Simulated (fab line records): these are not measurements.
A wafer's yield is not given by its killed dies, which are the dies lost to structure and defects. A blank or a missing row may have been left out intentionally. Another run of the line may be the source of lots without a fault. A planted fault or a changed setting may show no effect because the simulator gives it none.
Matching of chambers -- flow n5_finfet -- N5_DUMMY_GATE_TRIM_49 on rie_si-01 has 4 sister chambers
The step chemistry O2, time 29 s, target cd 14 nm. 8 wafers are shown with their chamber, then 9 later ones without.

WAFERS WITH THEIR CHAMBER
wafer,chamber,drypump_motor_current_A (A),throttle_valve_pct (%)
L082.5,3,5.0,8.11
L085.3,0,6.3,7.92
L088.3,3,5.0,8.13
L088.4,2,5.4,8.09
L088.5,1,5.3,8.19
L090.2,2,5.4,8.10
L090.5,0,6.4,7.94
L090.6,1,5.3,8.22

WAFERS MISSING THEIR CHAMBER
wafer,drypump_motor_current_A (A),throttle_valve_pct (%)
L093.3,5.3,8.20
L093.4,6.4,7.91
L093.6,5.4,8.09
L094.3,5.3,8.20
L094.4,5.4,8.12
L094.5,5.4,8.11
L096.2,5.3,8.19
L096.3,6.3,7.90
L096.4,5.4,8.08

CHAMBER TAKEN BY EACH
wafer,from the rows above,in truth
L093.3,1,1
L093.4,0,0
L093.6,2,2
L094.3,1,1
L094.4,2,2
L094.5,2,2
L096.2,1,1
L096.3,0,0
L096.4,2,2
Correct placement for 9 of the 9. Can't be placed from these rows: 0. 0 placed wrongly.
How it was worked out, from the rows above alone: a wafer's distance from a chamber is the root of the sum, over the readings, of the square of ((its reading less the chamber's mean) divided by the reading's scatter). The wafer belongs to the nearest chamber; if the next one is less than 2 further off, it can't be placed. A chamber's mean is the mean of its shown wafers. How the scatter is found: for the shown wafers, subtract from each reading the mean of its chamber, square and add these, divide the total by (wafers less chambers), then take the root.
